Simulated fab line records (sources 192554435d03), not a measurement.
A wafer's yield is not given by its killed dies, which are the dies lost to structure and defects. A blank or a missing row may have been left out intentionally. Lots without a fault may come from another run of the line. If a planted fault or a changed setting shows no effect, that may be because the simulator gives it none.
fab line records    flow n5Finfet    part 2 of 2: steps 25 to 32 of 32
record: lots: 5  wafers: 15  lastDay: 16
route steps=1938 shown BEOL_M0@724 BEOL_M1@751
lots that met no fault: from a run of the same line without faults
startH: start of the lot's first displayed wafer, in hours after the record's first day    waitH: time in hours since the lot's previous step    " identical to the entry in the row above    L1.1+2: one row covering several wafers at once    - either no value or no given start    * or withheld: withheld    < > ~ a bound
route shown NAME@n: NAME is a module with steps in the file, n the number in the route of the first one    usual: mean/standard deviation taken from wafers without a fault    same: alike in all rows    chamber/n: place in a boat    sites: per-site readings    _std_site: standard deviation across them    _edge_site: outer sites' mean less inner sites'    radiusMm: for every site, how far away it sits from the centre of the wafer    mask NAME#n: copy n    behind: the most recent tool/chamber to have shaped the wafer    hold: what put the lot on hold/how long, in hours/how the hold closed    device: whichever transistor did not switch (one of n, p or np)    end of line: at the end of the route, the tests of the same wafers    where a step has no rows: the recipe by itself    killed: not the wafer's yield, but the dies lost to structure and defects at the first sort    map: dies across one wafer; x = killed, . = not, _ = none there
set.NAME: the setting that was run; set.NAME@STEP: the one run at that earlier step    model.NAME: the simulator's own value behind a step, which no gauge read
lots at some steps of the route; a table a step, a row a wafer
services: from which hour (startH, from the record's first day; less than 0 if before it) a tool's chamber was out of use, for how many hours, and why
== steps ==
step: N5_BEOL_M0_RS_MEAS_126
recipe: thkMeasGauge: four-point-probe  reads: Co_of_BEOL_M0_CO_CAP_123+Cu_of_BEOL_M0_ECD_118+Co_of_BEOL_M0_CVD_115+TaN_of_BEOL_M0_ALD_136
usual: M0_RS: 0.530/0.021
lot.wafer  tool          chamber  startH  waitH  M0_RS[ohm/sq]
L075.1     filmMetro-01  -        127.80  0.0    0.528
L075.2     "             -        "       "      0.550
L075.5     "             -        "       "      0.560
L085.1     filmMetro-01  -        185.73  0.0    0.554
L085.2     "             -        "       "      0.518
L085.3     "             -        "       "      0.553
L086.1     filmMetro-01  -        191.25  0.0    0.542
L086.3     "             -        "       "      0.542
L086.6     "             -        "       "      0.553
L088.2     filmMetro-02  -        210.57  0.1    0.515
L088.5     "             -        "       "      0.512
L088.6     "             -        "       "      0.511
L090.1     filmMetro-02  -        214.94  0.1    0.574
L090.2     "             -        "       "      0.557
L090.5     "             -        "       "      0.508
step: N5_BEOL_M0_INSPECT_127
recipe: inspectInstrument: darkfield  mode: postDep
usual: rawDefectCount: 68/29
lot.wafer  tool              chamber  startH  waitH  rawDefectCount
L075.1     defectInspect-01  -        127.83  0.0    45
L075.2     "                 -        "       "      60
L075.5     "                 -        "       "      39
L085.1     defectInspect-02  -        185.76  0.0    41
L085.2     "                 -        "       "      58
L085.3     "                 -        "       "      49
L086.1     defectInspect-02  -        191.28  0.0    72
L086.3     "                 -        "       "      73
L086.6     "                 -        "       "      64
L088.2     defectInspect-02  -        210.59  0.0    66
L088.5     "                 -        "       "      81
L088.6     "                 -        "       "      44
L090.1     defectInspect-01  -        214.96  0.0    41
L090.2     "                 -        "       "      79
L090.5     "                 -        "       "      81
step: N5_BEOL_M1_ILD_DEP_00
recipe: material: SiOC  targetThkA: 790  tempC: 350  precursor: DEMS/O2  pressureTorr: 5  rfW: 500  timeS: 15.3
usual: heaterPowerOuterW: 254/49  heaterPowerW: 464/64  showerheadPlenumPTorr: 5.691/0.014  throttleValvePct: 12.0/0.8
lot.wafer  tool      chamber  startH  waitH  heaterPowerOuterW  heaterPowerW  showerheadPlenumPTorr  throttleValvePct
L075.1     pecvd-04  1        127.86  0.0    279                492           5.685                  13.8
L075.2     "         2        "       "      243                410           5.686                  11.0
L075.5     "         2        "       "      239                402           5.689                  10.7
L085.1     pecvd-02  1        185.80  0.0    254                473           5.693                  12.2
L085.2     "         2        "       "      252                442           5.683                  11.6
L085.3     "         0        "       "      221                443           5.676                  11.1
L086.1     pecvd-04  2        191.32  0.0    263                431           5.690                  11.1
L086.3     "         0        "       "      250                432           5.680                  12.6
L086.6     "         1        "       "      305                548           5.696                  13.7
L088.2     pecvd-03  0        210.63  0.0    209                463           5.708                  11.6
L088.5     "         1        "       "      345                541           5.717                  12.4
L088.6     "         0        "       "      216                493           5.688                  11.3
L090.1     pecvd-03  0        215.00  0.0    214                488           5.695                  11.6
L090.2     "         1        "       "      378                582           5.709                  12.4
L090.5     "         1        "       "      379                565           5.702                  12.5
step: N5_BEOL_M1_THK_MEAS_01
recipe: reads: SiOC_of_BEOL_M1_ILD_DEP_00
usual: M1_ILD_THK: 78.8/1.3
lot.wafer  tool          chamber  startH  waitH  M1_ILD_THK[nm]
L075.1     filmMetro-01  -        127.93  0.0    78.3
L075.2     "             -        "       "      79.0
L075.5     "             -        "       "      80.8
L085.1     filmMetro-02  -        185.86  0.0    78.0
L085.2     "             -        "       "      77.1
L085.3     "             -        "       "      77.0
L086.1     filmMetro-02  -        191.38  0.0    78.1
L086.3     "             -        "       "      77.3
L086.6     "             -        "       "      78.3
L088.2     filmMetro-02  -        210.71  0.1    78.4
L088.5     "             -        "       "      79.6
L088.6     "             -        "       "      81.4
L090.1     filmMetro-01  -        215.09  0.1    79.7
L090.2     "             -        "       "      79.2
L090.5     "             -        "       "      79.9
step: N5_BEOL_M1_PECVD_72
recipe: material: SiO2  targetThkA: 160  tempC: 400  precursor: TEOS/O2  pressureTorr: 5.5  rfW: 450  teosFlowSccm: 53.8  gas: O2  flowSccm: 3000  timeS: 18
usual: heaterPowerOuterW: 425/78  heaterPowerW: 708/110  showerheadPlenumPTorr: 8.78/0.058  throttleValvePct: 22.4/1.5
lot.wafer  tool      chamber  startH  waitH  heaterPowerOuterW  heaterPowerW  showerheadPlenumPTorr  throttleValvePct
L075.1     pecvd-03  2        127.97  0.0    289                508           8.72                   22.0
L075.2     "         0        "       "      371                724           8.80                   21.3
L075.5     "         2        "       "      293                509           8.71                   21.7
L085.1     pecvd-03  0        185.90  0.0    409                772           8.81                   21.4
L085.2     "         1        "       "      534                781           8.90                   23.3
L085.3     "         2        "       "      348                574           8.77                   21.8
L086.1     pecvd-03  0        191.42  0.0    447                836           8.82                   21.7
L086.3     "         1        "       "      586                835           8.88                   23.0
L086.6     "         1        "       "      466                703           8.87                   23.4
L088.2     pecvd-04  2        210.75  0.0    412                654           8.74                   20.6
L088.5     "         0        "       "      425                680           8.79                   23.9
L088.6     "         1        "       "      501                804           8.80                   25.5
L090.1     pecvd-04  0        215.12  0.0    409                647           8.75                   23.1
L090.2     "         2        "       "      421                668           8.73                   20.4
L090.5     "         0        "       "      427                660           8.77                   23.6
step: N5_BEOL_M1_HM_DEP_02
recipe: material: TiN  targetThkA: 200  tempC: 25  chamberPressurePa: 0.49996
usual: throttleValvePct: 29.9/0.87
lot.wafer  tool           chamber  startH  waitH  throttleValvePct
L075.1     pvdSputter-01  -        129.79  1.8    31.4
L075.2     "              -        "       "      29.9
L075.5     "              -        "       "      29.0
L085.1     pvdSputter-02  -        186.77  0.8    31.4
L085.2     "              -        "       "      28.4
L085.3     "              -        "       "      28.9
L086.1     pvdSputter-01  -        193.74  2.3    31.4
L086.3     "              -        "       "      28.8
L086.6     "              -        "       "      30.2
L088.2     pvdSputter-02  -        212.11  1.3    30.0
L088.5     "              -        "       "      28.9
L088.6     "              -        "       "      29.6
L090.1     pvdSputter-03  -        217.16  2.0    30.2
L090.2     "              -        "       "      30.5
L090.5     "              -        "       "      30.6
step: N5_BEOL_M1_COAT_61
recipe: resist: SOC  tempC: 250  timeS: 60  spinRpm: 1500  resistThkNm: 60
usual: chillPlateTempC: 23.01/0.099  spinSpeedRpm: 1500.0/1
lot.wafer  tool           chamber  startH  waitH  chillPlateTempC  spinSpeedRpm
L075.1     lithoTrack-01  0        129.92  0.1    23.16            1499.4
L075.2     "              0        "       "      22.89            1499.9
L075.5     "              0        "       "      23.07            1498.6
L085.1     lithoTrack-01  0        186.89  0.1    23.00            1500.6
L085.2     "              0        "       "      23.08            1501.6
L085.3     "              0        "       "      23.03            1500.6
L086.1     lithoTrack-03  0        193.86  0.1    23.05            1500.8
L086.3     "              0        "       "      23.07            1499.6
L086.6     "              0        "       "      23.15            1499.6
L088.2     lithoTrack-01  0        212.23  0.1    22.94            1500.4
L088.5     "              0        "       "      23.07            1500.2
L088.6     "              0        "       "      23.00            1501.1
L090.1     lithoTrack-02  0        217.29  0.1    22.82            1498.2
L090.2     "              0        "       "      23.10            1499.6
L090.5     "              0        "       "      23.06            1500.1
step: N5_BEOL_M1_COAT_62
recipe: resist: SiARC  tempC: 220  timeS: 60  spinRpm: 1500  resistThkNm: 12
usual: chillPlateTempC: 23.01/0.1  spinSpeedRpm: 1500.1/1.1
lot.wafer  tool           chamber  startH  waitH  chillPlateTempC  spinSpeedRpm
L075.1     lithoTrack-01  0        -       -      22.95            1499.2
L075.2     "              0        "       "      23.04            1499.1
L075.5     "              0        "       "      22.89            1499.1
L085.1     lithoTrack-01  0        -       -      23.04            1500.0
L085.2     "              0        "       "      23.03            1499.5
L085.3     "              0        "       "      23.14            1499.7
L086.1     lithoTrack-03  0        -       -      23.08            1501.9
L086.3     "              0        "       "      23.05            1500.5
L086.6     "              0        "       "      23.24            1501.4
L088.2     lithoTrack-01  0        -       -      23.12            1500.3
L088.5     "              0        "       "      23.11            1501.2
L088.6     "              0        "       "      23.10            1501.4
L090.1     lithoTrack-02  0        -       -      22.95            1500.1
L090.2     "              0        "       "      22.96            1499.6
L090.5     "              0        "       "      22.92            1501.1
== services ==
tool           chamber  startH  hours  kind
pvdSputter-01  -        101.64  8.5    repair
aldMetal-03    -        105.92  14.6   pm
cvdCo-01       2        110.34  1.5    repair
rieDiel-05     2        111.68  4.3    repair
ecdCu-02       -        114.67  0.4    repair
cmp-03         -        115.97  0.8    repair
cvdCo-01       -        117.76  0.6    repair
aldMetal-04    -        128.74  2.2    repair
pvdSputter-01  -        131.79  0.9    repair
cmp-03         -        133.50  0.8    repair
pecvd-03       1        151.52  7.0    repair
rieDiel-05     0        153.50  6.6    repair
cmp-02         -        155.76  3.9    repair
aldMetal-03    -        156.72  0.3    repair
cmp-02         -        161.46  4.7    pm
pecvd-04       -        162.24  0.8    repair
aldMetal-01    -        164.29  0.6    repair
cvdCo-02       -        164.73  2.8    pm
cvdCo-02       0        176.20  9.3    repair
wetBench-03    -        176.29  1.6    repair
cmp-03         -        189.92  16.7   pm
cmp-01         -        197.28  2.3    repair
pecvd-04       0        198.47  5.0    repair
rieDiel-05     -        198.73  14.6   pm
